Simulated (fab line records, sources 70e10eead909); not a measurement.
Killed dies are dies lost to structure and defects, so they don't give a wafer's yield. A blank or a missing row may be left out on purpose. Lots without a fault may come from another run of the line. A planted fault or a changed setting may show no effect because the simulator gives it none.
Which tool did it? | flow nand_harc | 14 lots, 42 wafers sampled, at 4 steps of a route of 1159

WHAT THE GAUGES READ, wafer by wafer
NHARC_P_CONTACT_INSPECT_14. Usual: raw_defect_count 3.1, standard deviation 1.9.
lot  | measured     | on                | raw_defect_count | flag
L413 | day 5 11:02  | defect_inspect-02 | 3 4 1            |
L414 | day 5 17:59  | defect_inspect-02 | 5 6 2            |
L416 | day 6 05:34  | defect_inspect-01 | 4 4 3            |
L415 | day 6 06:05  | defect_inspect-02 | 4 1 4            |
L417 | day 6 16:12  | defect_inspect-01 | 3 1 0            |
L421 | day 7 09:22  | defect_inspect-01 | 1 3 3            |
L420 | day 7 10:04  | defect_inspect-02 | 0 3 2            |
L422 | day 8 00:36  | defect_inspect-02 | 4 4 4            |
L432 | day 10 09:57 | defect_inspect-01 | 3 2 1            |
L431 | day 10 10:06 | defect_inspect-01 | 7 6 4            |
L434 | day 10 15:19 | defect_inspect-01 | 2 2 4            |
L433 | day 10 16:42 | defect_inspect-01 | 1 4 3            |
L435 | day 11 01:08 | defect_inspect-01 | 4 6 4            |
L436 | day 11 01:35 | defect_inspect-01 | 3 2 3            |

NHARC_P_CONTACT_CD_MEAS_19. Usual: cd_nm 89.9 nm, standard deviation 1.1.
lot  | measured     | on        | cd_nm (nm)     | flag
L413 | day 5 11:58  | cd_sem-02 | 89.6 90.0 89.3 |
L414 | day 5 18:55  | cd_sem-03 | 88.9 89.3 89.6 |
L416 | day 6 06:29  | cd_sem-01 | 91.9 91.5 90.2 |
L415 | day 6 07:04  | cd_sem-02 | 88.1 89.0 89.1 |
L417 | day 6 17:08  | cd_sem-02 | 89.9 91.7 89.7 |
L421 | day 7 10:19  | cd_sem-03 | 91.9 91.8 92.5 |
L420 | day 7 11:01  | cd_sem-01 | 89.6 89.2 88.7 |
L422 | day 8 02:02  | cd_sem-02 | 91.3 89.5 91.3 |
L432 | day 10 11:05 | cd_sem-02 | 89.5 90.3 90.1 |
L431 | day 10 11:12 | cd_sem-03 | 91.4 90.4 90.4 |
L434 | day 10 16:15 | cd_sem-02 | 92.0 90.9 90.0 |
L433 | day 10 17:52 | cd_sem-03 | 88.3 89.8 89.1 |
L435 | day 11 02:05 | cd_sem-02 | 87.9 90.2 91.7 |
L436 | day 11 02:31 | cd_sem-03 | 90.1 89.0 90.1 |

NHARC_P_M0_CD_MEAS_09: target cd 90 nm. Usual: cd_nm 90.1 nm, standard deviation 0.52.
lot  | measured     | on        | cd_nm (nm)     | flag
L413 | day 5 15:04  | cd_sem-03 | 90.5 91.5 90.4 |
L414 | day 6 01:08  | cd_sem-03 | 89.2 89.3 89.4 |
L416 | day 6 14:38  | cd_sem-03 | 91.1 90.4 90.0 |
L415 | day 6 14:55  | cd_sem-01 | 89.9 90.3 90.6 |
L417 | day 6 23:40  | cd_sem-01 | 89.5 89.6 89.7 |
L421 | day 7 21:22  | cd_sem-02 | 89.8 89.9 90.2 |
L420 | day 7 21:31  | cd_sem-03 | 89.7 89.9 89.7 |
L422 | day 8 05:12  | cd_sem-01 | 89.9 91.0 90.2 |
L432 | day 10 17:52 | cd_sem-02 | 90.3 90.8 89.7 |
L431 | day 10 18:24 | cd_sem-02 | 89.6 89.5 89.7 |
L434 | day 10 19:23 | cd_sem-03 | 89.6 90.0 89.8 |
L433 | day 10 21:07 | cd_sem-02 | 89.3 89.8 89.2 |
L435 | day 11 05:09 | cd_sem-02 | 89.2 90.2 89.7 |
L436 | day 11 05:49 | cd_sem-02 | 89.6 90.5 90.6 |

WHICH TOOL RAN EACH LOT (tool, then ch and the chambers of the sampled wafers, then the start)
lot  | NHARC_P_M0_DEP_00
L413 | pecvd-01 ch 0,1, day 5 14:20
L414 | pecvd-01 ch 0,1,2, day 6 00:21
L416 | pecvd-01 ch 0,1,2, day 6 13:53
L415 | pecvd-02 ch 0,1,2, day 6 14:10
L417 | pecvd-02 ch 0,2, day 6 22:50
L421 | pecvd-01 ch 0,2, day 7 20:32
L420 | pecvd-03 ch 0,1,2, day 7 20:38
L422 | pecvd-01 ch 0,1,2, day 8 04:29
L432 | pecvd-01 ch 1,2, day 10 17:02
L431 | pecvd-01 ch 0,2, day 10 17:37
L434 | pecvd-01 ch 0,1, day 10 18:38
L433 | pecvd-02 ch 0,1, day 10 20:09
L435 | pecvd-03 ch 0,1, day 11 04:27
L436 | pecvd-02 ch 0,1, day 11 04:59
- NHARC_P_M0_DEP_00: deposits SiOC, target thk 150 nm.

WHAT THE TOOLS THEMSELVES READ (means of the sampled wafers that have a number; where no wafer has one, the mark that the record gives instead)
NHARC_P_M0_DEP_00. Usual: chamber_pressure_Torr 4.999 Torr, standard deviation 0.011; rf_fwd_power_W 599.1 W, standard deviation 1.7.
lot  | tool     | chamber_pressure_Torr (Torr) | rf_fwd_power_W (W) | flag
L413 | pecvd-01 | 4.995                        | 599.8              |
L414 | pecvd-01 | 5.006                        | 599.5              |
L416 | pecvd-01 | 4.999                        | 600.8              |
L415 | pecvd-02 | 5.001                        | 598.2              |
L417 | pecvd-02 | 4.992                        | 600.6              |
L421 | pecvd-01 | -                            | -                  | OFF
L420 | pecvd-03 | -                            | -                  | OFF
L422 | pecvd-01 | 4.997                        | 599.4              |
L432 | pecvd-01 | 4.998                        | 599.8              |
L431 | pecvd-01 | 4.995                        | 598.7              |
L434 | pecvd-01 | 5.005                        | 599.2              |
L433 | pecvd-02 | 4.990                        | 599.4              |
L435 | pecvd-03 | 5.005                        | 599.7              |
L436 | pecvd-02 | 5.000                        | 598.8              |

THE ANSWER, worked out from the rows above alone
Rule: a lot is off if the mean of its wafers that have a number lies more than 3 standard deviations from the usual mean. A lot without any number at a reading at which 4 lots or more have one is off too. The other lots that the step has rows for count as sound. The gauges are gone through in route order, then the tools' own readings, and for those a lot's mean is taken as printed above. The first step at which some lot is off is used, and at that step the reading that is off furthest; a lot without a number counts as furthest.
Off: L421, L420, at NHARC_P_M0_DEP_00 (chamber_pressure_Torr). Without a number there: L421, L420.
A tool fits if, at that step or a process step before it, it ran every lot that is off, and no sound lot after the first of them. None of those tried fits.

WHAT THE SIMULATOR HAD PUT IN
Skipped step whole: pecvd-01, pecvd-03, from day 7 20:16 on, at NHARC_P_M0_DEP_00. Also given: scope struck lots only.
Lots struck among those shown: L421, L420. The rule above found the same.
